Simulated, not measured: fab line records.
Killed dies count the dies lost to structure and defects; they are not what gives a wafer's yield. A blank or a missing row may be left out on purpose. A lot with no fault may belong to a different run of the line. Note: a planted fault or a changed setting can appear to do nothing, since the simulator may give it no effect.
Chamber matching	flow n5_finfet	N5_BEOL_M0_SAQP_SPACER2_ALD_26 on ald_sin-04 has 4 sister chambers
The step deposits SiO2, target thk 15 nm, pulse time 1 s, purge time 2 s. 4 wafers are shown with their chamber, then 12 later ones without.

== WAFERS WITH THEIR CHAMBER ==
wafer	chamber	heater_power_w (W)
L086.4	1	429
L087.2	0	398
L087.3	3	541
L087.4	2	500

== WAFERS MISSING THEIR CHAMBER ==
wafer	heater_power_w (W)
L088.3	547
L088.4	488
L088.5	409
L091.1	446
L091.5	451
L091.6	503
L092.1	496
L092.3	449
L092.4	544
L094.2	446
L094.3	497
L094.5	540

== CHAMBER TAKEN BY EACH ==
wafer	from the rows above	in truth
L088.3	3	3
L088.4	2	2
L088.5	can't be placed: 0 or 1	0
L091.1	1	1
L091.5	1	1
L091.6	2	2
L092.1	2	2
L092.3	1	1
L092.4	3	3
L094.2	1	1
L094.3	2	2
L094.5	3	3
11 of 12 placed correctly. Cannot be placed on the basis of these rows: 1; the candidates contain the true chamber in 1. Wrongly placed: 0.
How it was worked out, from the rows above alone: a wafer's distance from a chamber is the root of the sum, over the readings, of the square of ((its reading less the chamber's mean) divided by the reading's scatter). If the next closest chamber is less than 2 further off than the closest, the wafer can't be placed; otherwise it belongs to the closest. For every chamber, the mean is computed from those of its wafers that are shown. The scatter (one wafer shown for each chamber): square how far every hidden wafer sits from the nearest shown wafer, average those squares and take the square root.
